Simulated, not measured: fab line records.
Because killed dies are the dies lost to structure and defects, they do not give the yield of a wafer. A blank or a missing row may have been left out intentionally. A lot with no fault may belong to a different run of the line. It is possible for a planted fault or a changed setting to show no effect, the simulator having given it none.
Matching of chambers	flow n5 finfet	N5_BEOL_M15_ETCH_59 on rie diel-02 has 3 sister chambers
The step etches BARC in N2/H2, target depth 89 nm, overetch 26.7 nm, time 67.9 s. 6 wafers are shown with their chamber, then 5 later ones without.

## WAFERS WITH THEIR CHAMBER
wafer	chamber	drypump motor current A (A)	throttle valve pct (%)
L084.3	3	6.3	17.90
L084.4	1	5.7	17.72
L086.4	1	5.7	17.71
L086.5	0	5.4	18.37
L092.2	0	5.5	18.41
L092.3	3	6.3	17.92

## WAFERS WITHOUT THEIR CHAMBER
wafer	drypump motor current A (A)	throttle valve pct (%)
L092.6	5.5	18.40
L088.5	5.7	17.72
L088.6	5.5	18.39
L097.1	5.4	18.40
L097.4	6.3	17.94

## WHICH CHAMBER EACH ONE RAN IN
wafer	from the rows above	in truth
L092.6	0	0
L088.5	1	1
L088.6	0	0
L097.1	0	0
L097.4	3	3
5 of 5 placed correctly. From these rows, 0 cannot be placed. Number placed wrongly: 0.
How it was worked out, from the rows above alone: a wafer's distance from a chamber is the root of the sum, over the readings, of the square of ((its reading less the chamber's mean) divided by the reading's scatter). The wafer belongs to the nearest chamber; if the next one is less than 2 further off, it can't be placed. A chamber's mean is the mean of its shown wafers. The scatter: the root of (the sum of the squares of (reading less its chamber's mean) over the shown wafers, divided by (wafers less chambers)).
